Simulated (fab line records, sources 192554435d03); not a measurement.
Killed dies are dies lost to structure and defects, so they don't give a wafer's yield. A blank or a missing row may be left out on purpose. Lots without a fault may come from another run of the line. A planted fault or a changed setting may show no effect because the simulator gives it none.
One fault seen from 3 desks | flow n5_finfet | each desk has only its own numbers; what lay behind them comes last

THE TOOL OWNER'S DESK: pecvd-04
The tool's own readings at N5_BEOL_M7_PECVD_70 (deposits SiO2 from TEOS/O2, target thk 20 nm, time 22.7 s): means of the sampled wafers that have a number, for each lot that ran on this tool. A lot is out of limits, marked OUT, if its mean lies more than 4 standard deviations from the usual mean; the brackets give that distance.
Columns: A = heater_power_w at N5_BEOL_M7_PECVD_70, usual 747 W; B = showerhead_plenum_p_Torr at N5_BEOL_M7_PECVD_70, usual 8.85 Torr; C = throttle_valve_pct at N5_BEOL_M7_PECVD_70, usual 22.4 %
lot  | first seen here | A   | B    | C
L889 | day 9 08:33     | 805 | 8.88 | 23.2
L890 | day 9 15:14     | 703 | 8.88 | 23.0
L896 | day 11 03:35    | 853 | 8.82 | 22.6
L898 | day 11 14:36    | 754 | 8.83 | 22.5
L910 | day 15 04:35    | 691 | 8.83 | 22.6
This desk's finding: nothing out of limits on any of the 5 lots.

THE METROLOGY DESK
What the gauges read, lot by lot, whatever tool the lot ran on: means of the sampled wafers that have a number. A lot is out of limits, marked OUT, if its mean lies more than 4 standard deviations from the usual mean; the brackets give that distance.
Columns: A = cd_nm at N5_BEOL_M7_CD_MEAS_11, usual 38.7 nm
lot  | first seen here | A
L887 | day 9 02:38     | 38.5
L889 | day 9 09:45     | 38.3
L890 | day 9 16:18     | 39.0
L895 | day 11 00:15    | 38.8
L896 | day 11 06:12    | 38.0
L898 | day 11 16:23    | 39.1
L901 | day 13 00:30    | 38.9
L902 | day 13 01:52    | 38.5
L906 | day 13 18:41    | 38.7
L909 | day 15 05:32    | 38.7
L910 | day 15 05:37    | 38.8
This desk's finding: nothing out of limits on any of the 11 lots.

THE DEFECT DESK
What the inspections along the route counted, lot by lot: means of the sampled wafers that have a number. A lot is out of limits, marked OUT, if its mean lies more than 4 standard deviations from the usual mean; the brackets give that distance.
Columns: A = raw_defect_count at N5_BEOL_M7_INSPECT_13, usual 388
lot  | first seen here | A
L887 | day 9 02:41     | 414
L889 | day 9 09:48     | 414
L890 | day 9 16:21     | 335
L895 | day 11 00:18    | 408
L896 | day 11 06:15    | 758 (+4.5) OUT
L898 | day 11 16:26    | 861 (+5.8) OUT
L901 | day 13 00:33    | 442
L902 | day 13 01:55    | 328
L906 | day 13 18:44    | 351
L909 | day 15 05:35    | 431
L910 | day 15 05:40    | 429
This desk's finding: out of limits on L896, L898; first on L896, day 11 06:15 (raw_defect_count at N5_BEOL_M7_INSPECT_13). In limits: L887, L889, L890, L895, L901, L902, L906, L909, L910.

PUT TOGETHER
The defect desk could have raised an alarm at day 11 06:15, on L896, L898.
The tool owner's desk saw nothing out of limits.
The metrology desk saw nothing out of limits.
The tool owner's desk has L896, L898 on record, within its limits.
The metrology desk has L896, L898 on record, within its limits.
Of the lots named, all ran N5_BEOL_M7_PECVD_70 on pecvd-04.

WHAT THE SIMULATOR HAD PUT IN
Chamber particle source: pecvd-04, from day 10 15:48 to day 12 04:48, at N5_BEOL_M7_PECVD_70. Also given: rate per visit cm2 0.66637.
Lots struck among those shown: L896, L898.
Hours from the fault's start to each desk's first reading out of limits: the defect desk, 14.
